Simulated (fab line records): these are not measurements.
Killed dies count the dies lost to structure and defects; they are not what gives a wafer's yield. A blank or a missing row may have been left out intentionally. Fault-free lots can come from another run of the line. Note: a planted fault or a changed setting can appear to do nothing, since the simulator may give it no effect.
Struck lot and sound lot, side by side :: flow nand harc :: 15 out of 1302 route steps
Sound: the wafers L226.4, L226.5, L226.6. Wafers struck: L235.1, L235.3, L235.6. At the end, the cause is stated.
Order at every step that has rows: each side's tool, ch and its chambers, its first start. Under that, the readings that differ: sound wafers :: struck wafers :: difference of the means :: sigmas: that difference in standard deviations of wafers without a fault.
alike: words and numbers the same on both sides, and readings whose means are apart by under 2 such deviations; not compared: readings that were withheld, readings missing a value for some wafer, numbers with overlapping values and no deviation given by the record, and bounds like >300 which may hide the same value.
The two part at a step that has a row with sigmas, a row that says differs or no value, or rows on one side only. Numbers that don't overlap but have no deviation are shown without sigmas and don't part them. A reading missing from all wafers of one side parts the sides only when that side holds two or more wafers.

NHARC_A_DECK1_JOINT_ETCHBACK_07: etches the open film in HBr, target depth 105 nm, time 26.9 s.
  sound on rie si-04 ch 0,1,2, day 13 03:59; struck on rie si-03 ch 1,2, day 17 00:03
  alike: bias w, chamber pressure mTorr, drypump motor current A, oes product au, throttle valve pct
  not compared: rf hours counter h
then, 8 steps without rows for these wafers: NHARC_A_DECK1_JOINT_ETCH_25 (etches SiO2 in dHF, target depth 0.5 nm); NHARC_A_DECK1_JOINT_ETCH_19 (etches poly-Si in TMAH, target depth 3 nm); NHARC_A_DECK1_JOINT_ETCH_18 (etches SiO2 in dHF, target depth 3 nm); NHARC_A_DECK1_JOINT_WET_08 (chemistry H3PO4, time 86 s); NHARC_A_DECK1_JOINT_ETCH_09 (etches SiO2 in dHF, target depth 5 nm); NHARC_A_DECK1_JOINT_WET_10 (chemistry H3PO4, time 86 s); NHARC_A_DECK1_JOINT_ETCH_11 (etches SiO2 in dHF, target depth 35 nm); NHARC_A_DECK1_JOINT_CVD_12 (deposits poly-Si, target thk 90 nm, time 1800 s).
NHARC_A_DECK1_JOINT_CMP_13: polishes, target thk 51.023 nm.
  sound on cmp-02 ch 0,1,3, day 13 17:58; struck on cmp-02 ch 1,3, day 17 10:22
  alike: motor current A, time to endpoint s
NHARC_A_DECK1_JOINT_THK_MEAS_14: measures by ellipsometry.
  sound on film metro-01, day 13 18:08; struck on film metro-01, day 17 10:38
  alike: thk nm
following that, these wafers have no rows for 1 step: NHARC_A_DECK1_JOINT_SRD_04.
NHARC_A_DECK1_JOINT_ETCHBACK_00: etches the open film in HBr, target depth 30 nm, time 17.4 s.
  sound on rie si-03 ch 0,1,2, day 13 18:19; struck on rie si-04 ch 1,3, day 17 10:45
  no value came back on the struck wafers for any of 5 readings (bias w (W), chamber pressure mTorr (mTorr) and others); on the sound wafers bias w (W) reads 59.79 60.01 60.05
  not compared: rf hours counter h
then, 1 step without rows for these wafers: NHARC_A_DECK1_JOINT_PRECLEAN_30 (cleans in SC1).
-- break in the record here, with 14 days between the starts of the struck wafers on either side (left off in module A_DECK1_JOINT, picked up again in module END, where the first step shown is number 1302 on the route) --
NHARC_END_SORT_01:
  the record has rows for the struck wafers here (prober-01 ch 0, day 31 02:40) and none for the sound ones

## WHERE THEY PART
Earliest at NHARC_A_DECK1_JOINT_ETCHBACK_00; latest, in this record, at NHARC_END_SORT_01.

WHY: the cause the simulator had injected
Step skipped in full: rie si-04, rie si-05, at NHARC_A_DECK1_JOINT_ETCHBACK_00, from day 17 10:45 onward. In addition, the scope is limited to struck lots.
